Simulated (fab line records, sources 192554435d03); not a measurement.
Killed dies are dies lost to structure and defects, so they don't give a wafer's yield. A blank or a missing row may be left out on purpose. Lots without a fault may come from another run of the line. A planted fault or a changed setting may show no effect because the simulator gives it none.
A struck lot beside a sound one | flow n5_finfet | 44 steps out of a route of 1938
Sound: wafers L270.1, L270.2, L270.3. Struck: wafer L281.5. The cause comes at the end.
At each step with rows: each side's tool, then ch and its chambers, then its first start. Under that, the readings that differ: sound wafers | struck wafers | difference of the means | sigmas: that difference in standard deviations of wafers without a fault.
alike: readings whose means differ by less than 2 such deviations, and words and numbers that are the same on both sides. not compared: withheld readings, readings that some wafer has no value for, bounds like >300 that may hide the same value, and numbers for which the record gives no deviation and whose values overlap.
The two part at a step that has a row with sigmas, a row that says differs or no value, or rows on one side only. Numbers that don't overlap but have no deviation are shown without sigmas and don't part them. A reading that every wafer of one side lacks parts them only if that side has two wafers or more.

first, 1 step without rows for these wafers: N5_BEOL_M0_ANNEAL_135 (time 60 s).
N5_BEOL_M0_SPUTTER_141: material Cu, target thk 4 nm, time 7.37 s.
  sound on pvd_sputter-02, day 7 17:21; struck on pvd_sputter-02, day 9 23:59
  alike: throttle_valve_pct
then, 1 step without rows for these wafers: N5_BEOL_M0_ECD_118 (material Cu, target thk 300 nm).
N5_BEOL_M0_ANNEAL_119: time 90 s.
  sound on rtp_anneal-01 ch 0, day 7 17:42; struck on rtp_anneal-01 ch 0, day 10 00:51
  alike: anneal_temp_c, wafer_temp_C_max
then, 1 step without rows for these wafers: N5_BEOL_M0_CMP_120 (polishes, stops on SiOC, t overpolish 6.9 s).
N5_BEOL_M0_PRE_CLEAN_131: time 15 s.
  sound on cvd_co-02 ch 0,1,2, day 7 18:20; struck on cvd_co-01 ch 0, day 10 01:20
  alike: heater_power_w, rf_fwd_power_W
then, 3 steps without rows for these wafers: N5_BEOL_M0_CO_CAP_123 (material Co, precursor CCTBA/H2, target thk 2 nm, time 102.1 s); N5_BEOL_M0_PRE_CLEAN_124 (time 15 s); N5_BEOL_M0_DEP_125 (deposits SiCN from 3MS/NH3, target thk 8 nm, time 14 s).
N5_BEOL_M0_RS_MEAS_126: measures by four-point-probe.
  sound on film_metro-01, day 7 18:33; struck on film_metro-02, day 10 01:32
  alike: M0_RS
N5_BEOL_M0_INSPECT_127: inspects for defects (darkfield).
  sound on defect_inspect-01, day 7 18:35; struck on defect_inspect-01, day 10 01:34
  alike: raw_defect_count
N5_BEOL_M1_ILD_DEP_00: deposits SiOC from DEMS/O2, target thk 79 nm, time 15.3 s.
  sound on pecvd-02 ch 0,1, day 7 18:37; struck on pecvd-01 ch 0, day 10 01:37
  reading                                      | sound        | struck | difference | sigmas
  model.SiOC_of_BEOL_M1_ILD_DEP_00.thk_nm (nm) | 78 77.2 78.4 | 128.4  | +50.5      |
  alike: chamber_pressure_Torr, heater_power_w, rf_fwd_power_W, showerhead_plenum_p_Torr, throttle_valve_pct
N5_BEOL_M1_THK_MEAS_01:
  sound on film_metro-02, day 7 18:42; struck on film_metro-01, day 10 01:40
  reading         | sound          | struck | difference | sigmas
  M1_ILD_THK (nm) | 78.0 77.3 78.4 | 128.3  | +50.4      | +42
then, 1 step without rows for these wafers: N5_BEOL_M1_PECVD_72 (deposits SiO2 from TEOS/O2, target thk 16 nm, time 18 s).
N5_BEOL_M1_HM_DEP_02: deposits TiN, target thk 20 nm.
  sound on pvd_sputter-01, day 7 20:44; struck on pvd_sputter-01, day 10 02:34
  alike: throttle_valve_pct
then, 9 steps without rows for these wafers: N5_BEOL_M1_COAT_61 (time 60 s, resist thk 60 nm); N5_BEOL_M1_COAT_62 (time 60 s, resist thk 12 nm); N5_BEOL_M1_COAT_73 (time 60 s, resist thk 5 nm); N5_BEOL_M1_COAT_05 (resist thk 30 nm); N5_BEOL_M1_EBR_07; N5_BEOL_M1_SOFTBAKE_06 (time 60 s); N5_BEOL_M1_EXPOSE_08 (exposes mask M1); N5_BEOL_M1_PEB_09 (peb time 60 s); N5_BEOL_M1_DEVELOP_10 (develop time 30 s).
N5_BEOL_M1_CD_MEAS_11: target cd 17.05 nm.
  sound on cd_sem-03 ch 0, day 7 21:16; struck on cd_sem-02 ch 0, day 10 02:54
  alike: cd_nm
N5_BEOL_M1_OVL_MEAS_12:
  sound on overlay-01 ch 0, day 7 21:17; struck on overlay-01 ch 0, day 10 02:57
  alike: M1_OVL
N5_BEOL_M1_INSPECT_13: inspects for defects (brightfield).
  sound on defect_inspect-01, day 7 21:21; struck on defect_inspect-02, day 10 02:59
  reading          | sound       | struck | difference | sigmas
  raw_defect_count | 486 501 420 | 289    | -180       | -2
then, 6 steps without rows for these wafers: N5_BEOL_M1_DESCUM_16 (chemistry O2, time 7 s); N5_BEOL_M1_ETCH_74 (etches underlayer in N2/H2, target depth 6.5 nm, time 5.2 s); N5_BEOL_M1_ETCH_63 (etches SiARC in CF4, target depth 15.6 nm, time 26 s); N5_BEOL_M1_ETCH_64 (etches SOC in N2/H2, target depth 75 nm, overetch 15 nm, time 112.5 s); N5_BEOL_M1_STRIP_65 (strips in N2/H2); N5_BEOL_M1_STRIP_75 (strips in N2/H2).
N5_BEOL_M1_STRIP_66: strips in CF4.
  sound on rie_diel-05 ch 0,1,3, day 7 21:49; struck on rie_diel-02 ch 0, day 10 03:14
  reading                | sound             | struck | difference | sigmas
  throttle_valve_pct (%) | 13.45 13.72 13.72 | 12.96  | -0.67      | -3
  alike: cf4_flow_sccm, drypump_motor_current_A, oes_product_au, rf_fwd_power_W, rf_vpp_V, showerhead_plenum_p_Torr
  not compared: rf_hours_counter_h
then, 2 steps without rows for these wafers: N5_BEOL_M1_HM_OPEN_17 (chemistry Cl2/BCl3, target TiN, target depth 20 nm, overetch 6 nm); N5_BEOL_M1_STRIP_19 (strips in O2).
N5_BEOL_M1_CD_MEAS_18: pitch 36 nm, target cd 18 nm.
  sound on cd_sem-03, day 7 22:03; struck on cd_sem-02, day 10 03:28
  alike: cd_nm
then, 4 steps without rows for these wafers: N5_BEOL_M1_COAT_67 (time 60 s, resist thk 60 nm); N5_BEOL_M1_COAT_68 (time 60 s, resist thk 12 nm); N5_BEOL_M1_COAT_76 (time 60 s, resist thk 5 nm); N5_BEOL_M1_COAT_22 (resist thk 30 nm).
N5_BEOL_M1_CMP_52: polishes, stops on SiOC, t overpolish 6.8 s, target thk 40 nm.
  sound on cmp-03 ch 0,1,2, day 8 10:58; struck on cmp-03 ch 3, day 10 19:00
  reading                                      | sound        | struck | difference | sigmas
  motor_current_A (A)                          | 6.3 5.7 6.0  | 7.2    | +1.2       | +2
  model.SiOC_of_BEOL_M1_ILD_DEP_00.thk_nm (nm) | 77 76.2 77.6 | 127.4  | +50.5      |
  model.Cu_of_BEOL_M1_ECD_50.thk_nm (nm)       | 38.6 37.8 37 | 91.8   | +54.0      |
  alike: head_pressure_psi, slurry_flow_ml_min
  not compared: pad_life_wafers
N5_BEOL_M4_RC_MEAS_101:
  the record has rows for the sound wafers here (prober-01 ch 0, day 9 18:44) and none for the struck ones
N5_PASSIVATION_PROBE_49:
  the record has rows for the sound wafers here (prober-02, day 14 07:41) and none for the struck ones

WHERE THEY PART
First at N5_BEOL_M1_THK_MEAS_01; last, within this record, at N5_PASSIVATION_PROBE_49.

WHY: what the simulator had put in
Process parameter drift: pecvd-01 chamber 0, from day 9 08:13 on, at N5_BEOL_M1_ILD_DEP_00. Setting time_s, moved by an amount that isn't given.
